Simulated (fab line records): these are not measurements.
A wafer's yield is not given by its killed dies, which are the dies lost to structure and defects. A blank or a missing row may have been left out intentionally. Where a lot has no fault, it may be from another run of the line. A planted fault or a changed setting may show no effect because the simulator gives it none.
Chamber matching | flow nand-harc | NHARC_P_BONDPAD_CMP_19 on cmp-02: 4 sister chambers
The step polishes, t overpolish 30 s, cu recess touch 16 s, target thk 160.81 nm. 8 wafers are shown with their chamber, then 9 later ones without.

## WAFERS PAIRED WITH THEIR CHAMBERS
wafer  | chamber | motor-current-A (A) | retaining-ring-pressure-frac
L080.2 | 2       | 12.3                | 1.006
L084.5 | 3       | 11.8                | 1.005
L087.1 | 0       | 11.9                | 1.001
L087.3 | 1       | 14.0                | 0.997
L087.5 | 1       | 13.9                | 1.001
L089.3 | 0       | 12.2                | 1.005
L089.5 | 2       | 12.6                | 0.998
L089.6 | 3       | 11.3                | 1.001

## WAFERS WITH NO CHAMBER GIVEN
wafer  | motor-current-A (A) | retaining-ring-pressure-frac
L094.1 | 12.2                | 1.005
L094.3 | 13.3                | 0.995
L094.4 | 10.9                | 1.000
L096.2 | 12.3                | 0.998
L096.3 | 12.0                | 1.001
L096.5 | 10.9                | 0.999
L097.2 | 11.4                | 1.001
L097.4 | 11.9                | 1.007
L097.5 | 12.5                | 0.997

## EACH ONE'S CHAMBER
wafer  | from the rows above          | in truth
L094.1 | can't be placed: 0 or 2 or 3 | 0
L094.3 | can't be placed: 1 or 2      | 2
L094.4 | 3                            | 3
L096.2 | can't be placed: 2 or 0      | 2
L096.3 | can't be placed: 0 or 2 or 3 | 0
L096.5 | 3                            | 3
L097.2 | can't be placed: 3 or 0      | 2
L097.4 | can't be placed: 0 or 3 or 2 | 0
L097.5 | can't be placed: 2 or 0      | 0
2 of 9 placed correctly. From these rows, 7 cannot be placed; in 6 the true chamber is one of the candidates. 0 placed wrongly.
How it was worked out, from the rows above alone: a wafer's distance from a chamber is the root of the sum, over the readings, of the square of ((its reading less the chamber's mean) divided by the reading's scatter). The wafer belongs to the nearest chamber; if the next one is less than 2 further off, it can't be placed. Each chamber's mean is taken over the wafers shown for it. The scatter is the square root of a quotient: the sum, over the shown wafers, of each reading's squared deviation from its chamber's mean, divided by wafers minus chambers.
